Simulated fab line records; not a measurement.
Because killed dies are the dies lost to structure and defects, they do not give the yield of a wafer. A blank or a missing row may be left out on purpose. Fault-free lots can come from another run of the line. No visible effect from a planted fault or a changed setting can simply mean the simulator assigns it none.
Chamber matching | flow n5 finfet | N5_BEOL_M10_CMP_52 on cmp-04 has 4 sister chambers
The step polishes, stops on SiCOH lowk, t overpolish 7 s, target thk 140 nm. 4 wafers are shown with their chamber, then 8 later ones without.

== EACH WAFER AND ITS CHAMBER ==
wafer  | chamber | motor current A (A)
L089.1 | 0       | 5.3
L090.3 | 1       | 6.4
L091.5 | 3       | 6.9
L097.1 | 2       | 6.2

== WAFERS WITHOUT THEIR CHAMBER ==
wafer  | motor current A (A)
L097.2 | 5.1
L097.3 | 6.5
L096.1 | 6.4
L096.4 | 5.3
L096.6 | 6.9
L095.3 | 6.7
L095.5 | 6.7
L095.6 | 6.5

== EACH ONE'S CHAMBER ==
wafer  | from the rows above     | in truth
L097.2 | 0                       | 0
L097.3 | can't be placed: 1 or 2 | 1
L096.1 | can't be placed: 1 or 2 | 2
L096.4 | 0                       | 0
L096.6 | 3                       | 3
L095.3 | can't be placed: 3 or 1 | 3
L095.5 | can't be placed: 3 or 1 | 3
L095.6 | can't be placed: 1 or 2 | 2
Placed correctly: 3 of 8. Cannot be placed on the basis of these rows: 5; the candidates contain the true chamber in 5. Placed wrongly: 0.
How it was worked out, from the rows above alone: a wafer's distance from a chamber is the root of the sum, over the readings, of the square of ((its reading less the chamber's mean) divided by the reading's scatter). If the next closest chamber is less than 2 further off than the closest, the wafer can't be placed; otherwise it belongs to the closest. The mean given for a chamber averages the wafers shown for that chamber. The scatter: with one shown wafer a chamber, the root of the mean of the squares of how far each hidden wafer lies from its nearest shown one.
